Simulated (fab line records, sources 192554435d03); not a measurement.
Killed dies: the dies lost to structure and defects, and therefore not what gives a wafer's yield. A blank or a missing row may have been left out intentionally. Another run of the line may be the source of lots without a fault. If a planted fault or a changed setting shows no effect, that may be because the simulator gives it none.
Struck lot and sound lot, side by side -- flow n5Finfet -- 15 steps out of a route of 1938
Sound: wafers L182.1, L182.3, L182.5. Struck: wafer L179.5 (L179.3, L179.6, from the same lot, were not struck and are left out); the cause is given at the end.
Each step with rows lists, per side, the tool, then ch with its chambers, then its first start. Under that, the readings that differ: sound wafers -- struck wafers -- difference of the means -- sigmas: that difference in standard deviations of wafers without a fault.
alike: a reading whose means differ by less than 2 such deviations, as well as words and numbers matching on both sides. not compared: withheld readings; readings where some wafer has no value; bounds like >300 that might hide an equal value; numbers whose values overlap and for which the record gives no deviation.
The two part at a step that has a row with sigmas, a row that says differs or no value, or rows on one side only. Non-overlapping numbers with no deviation appear without sigmas and do not part them. A reading missing from all wafers of one side parts the sides only when that side holds two or more wafers.

first, 7 steps without rows for these wafers: N5_BEOL_M0_SAQP_COAT_87 (time 60 s, resist thk 5 nm); N5_BEOL_M0_SAQP_COAT_34 (resist thk 30 nm); N5_BEOL_M0_SAQP_EBR_36; N5_BEOL_M0_SAQP_SOFTBAKE_35 (time 60 s); N5_BEOL_M0_SAQP_EXPOSE_37 (exposes mask M0 CUT1, target cd 30 nm); N5_BEOL_M0_SAQP_PEB_38 (peb time 60 s); N5_BEOL_M0_SAQP_DEVELOP_39 (develop time 30 s).
N5_BEOL_M0_SAQP_CD_MEAS_40 targets a cd of 30 nm.
  sound on cdSem-03 ch 0, day 11 05:05; struck on cdSem-01 ch 0, day 10 11:22
  alike: cdNm
N5_BEOL_M0_SAQP_OVL_MEAS_41:
  sound on overlay-02 ch 0, day 11 05:07; struck on overlay-02 ch 0, day 10 11:24
  alike: M0_CUT1_OVL
N5_BEOL_M0_SAQP_INSPECT_42: inspects for defects (brightfield).
  sound on defectInspect-02, day 11 05:11; struck on defectInspect-02, day 10 11:27
  alike: rawDefectCount
N5_BEOL_M0_SAQP_DESCUM_45: chemistry O2, time 7 s.
  sound on rieDiel-03 ch 1,3, day 11 05:13; struck on rieDiel-02 ch 2, day 10 11:29
  alike: drypumpMotorCurrentA, oesProductAu, rfVppV, showerheadPlenumPTorr, throttleValvePct
  not compared: rfHoursCounterH
N5_BEOL_M0_SAQP_ETCH_88: etches underlayer in N2/H2, target depth 6.5 nm, time 5.2 s.
  sound on rieDiel-03 ch 1,3, day 11 05:15; struck on rieDiel-02 ch 2, day 10 11:31
  alike: drypumpMotorCurrentA, etchRfOnTimeS, oesProductAu, rfVppV, showerheadPlenumPTorr, throttleValvePct
  not compared: rfHoursCounterH
N5_BEOL_M0_SAQP_ETCH_73: etches SiARC in CF4, target depth 19.5 nm, time 32.5 s.
  sound on rieDiel-03 ch 1,3, day 11 05:16; struck on rieDiel-02 ch 2, day 10 11:32
reading,sound,struck,difference,sigmas
etchRfOnTimeS (s),33.1 32.3 33.0,22.9,-9.9,-22
oesProductAu (a.u.),0.58 0.68 0.59,0.80,+0.18,+3
  alike: drypumpMotorCurrentA, rfVppV, showerheadPlenumPTorr, throttleValvePct
  not compared: rfHoursCounterH
N5_BEOL_M0_SAQP_CUT_ETCH_46: etches SOC in N2/H2, target depth 135 nm, overetch 27 nm, time 202.5 s.
  sound on rieDiel-03 ch 1,3, day 11 05:18; struck on rieDiel-02 ch 2, day 10 11:34
  alike: drypumpMotorCurrentA, rfVppV, showerheadPlenumPTorr, throttleValvePct
  not compared: rfHoursCounterH
-- record jumps: 2 days separate the struck wafers' starts on either side; left off in module BEOL_M0_SAQP, taken up again in module BEOL_M4, whose first shown step is the route's number 1111 --
N5_BEOL_M4_RC_MEAS_101:
  sound on prober-01 ch 0, day 13 09:16; struck on prober-01 ch 0, day 12 16:44
  alike: DIBL_N, DIBL_P, IOFF_N, IOFF_P, ION_N, ION_P, SS_N, SS_P, VT_N, VT_P

== WHERE THEY PART ==
At N5_BEOL_M0_SAQP_ETCH_73 and nowhere else, as far as this record goes. Later steps at which nothing parts them and some readings are alike: N5_BEOL_M0_SAQP_CUT_ETCH_46, N5_BEOL_M4_RC_MEAS_101.

WHY: whatever the simulator had introduced
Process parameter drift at N5_BEOL_M0_SAQP_ETCH_73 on rieDiel-02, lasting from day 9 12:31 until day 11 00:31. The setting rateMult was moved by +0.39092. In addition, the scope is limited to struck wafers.
